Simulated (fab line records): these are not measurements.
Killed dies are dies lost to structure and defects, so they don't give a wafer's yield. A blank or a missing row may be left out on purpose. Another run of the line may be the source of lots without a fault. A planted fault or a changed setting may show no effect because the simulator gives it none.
Matching of chambers    flow n5-finfet    N5_BEOL_M8_ETCH_61 on rie-diel-02 has 4 sister chambers
The step etches SiARC in CF4, target depth 45.5 nm, time 75.8 s. 24 wafers are shown with their chamber, then 12 later ones without.

## WAFERS PAIRED WITH THEIR CHAMBERS
wafer   chamber  showerhead-plenum-p-Torr (Torr)  throttle-valve-pct (%)  oes-product-au (a.u.)
L075.2  1        2.16                             15.41                   0.69
L075.3  3        2.12                             15.70                   0.62
L075.5  2        2.10                             15.33                   0.77
L076.2  1        2.16                             15.42                   0.69
L076.4  0        2.27                             15.32                   0.80
L076.5  1        2.16                             15.41                   0.69
L077.1  0        2.27                             15.34                   0.79
L077.2  3        2.12                             15.69                   0.62
L077.6  2        2.10                             15.34                   0.76
L078.1  2        2.10                             15.35                   0.75
L078.3  0        2.27                             15.35                   0.78
L078.6  0        2.27                             15.34                   0.78
L080.1  2        2.10                             15.35                   0.75
L080.5  1        2.15                             15.45                   0.68
L080.6  0        2.27                             15.36                   0.77
L086.1  1        2.15                             15.45                   0.68
L086.2  3        2.12                             15.75                   0.61
L086.5  0        2.27                             15.38                   0.76
L088.1  3        2.11                             15.75                   0.61
L088.2  0        2.26                             15.39                   0.75
L088.6  0        2.26                             15.38                   0.76
L093.2  1        2.14                             15.47                   0.66
L093.3  0        2.26                             15.40                   0.74
L093.4  2        2.09                             15.39                   0.71

SIGNATURES (means of the wafers above)
reading                   chamber 0  chamber 1  chamber 2  chamber 3  scatter within a chamber
showerhead-plenum-p-Torr  2.2667     2.1533     2.0980     2.1175     0.00587
throttle-valve-pct        15.3622    15.4350    15.3520    15.7225    0.0265
oes-product-au            0.7700     0.6817     0.7480     0.6150     0.0171
Rule: distance of a wafer from a chamber = root of the sum over the readings of ((wafer's reading minus chamber's mean) / reading's scatter) squared. The wafer belongs to the nearest chamber; if the next one is less than 2 further off, it can't be placed. How the scatter is found: for the shown wafers, subtract from each reading the mean of its chamber, square and add these, divide the total by (wafers less chambers), then take the root.

## WAFERS WITHOUT THEIR CHAMBER
wafer   showerhead-plenum-p-Torr (Torr)  throttle-valve-pct (%)  oes-product-au (a.u.)
L090.3  2.26                             15.38                   0.74
L090.5  2.09                             15.39                   0.73
L090.6  2.26                             15.41                   0.75
L094.4  2.09                             15.39                   0.72
L094.5  2.14                             15.50                   0.66
L094.6  2.09                             15.41                   0.72
L095.1  2.11                             15.78                   0.60
L095.4  2.14                             15.50                   0.65
L095.5  2.11                             15.78                   0.60
L097.2  2.09                             15.41                   0.71
L097.3  2.26                             15.42                   0.72
L097.4  2.26                             15.42                   0.72

## THE CHAMBER EACH PASSED THROUGH
wafer   from the rows above  in truth
L090.3  0                    0
L090.5  2                    2
L090.6  0                    0
L094.4  2                    2
L094.5  1                    1
L094.6  2                    2
L095.1  3                    3
L095.4  1                    1
L095.5  3                    3
L097.2  2                    2
L097.3  0                    0
L097.4  0                    0
Correct placement for 12 of the 12. Number that these rows cannot place: 0. 0 placed wrongly.
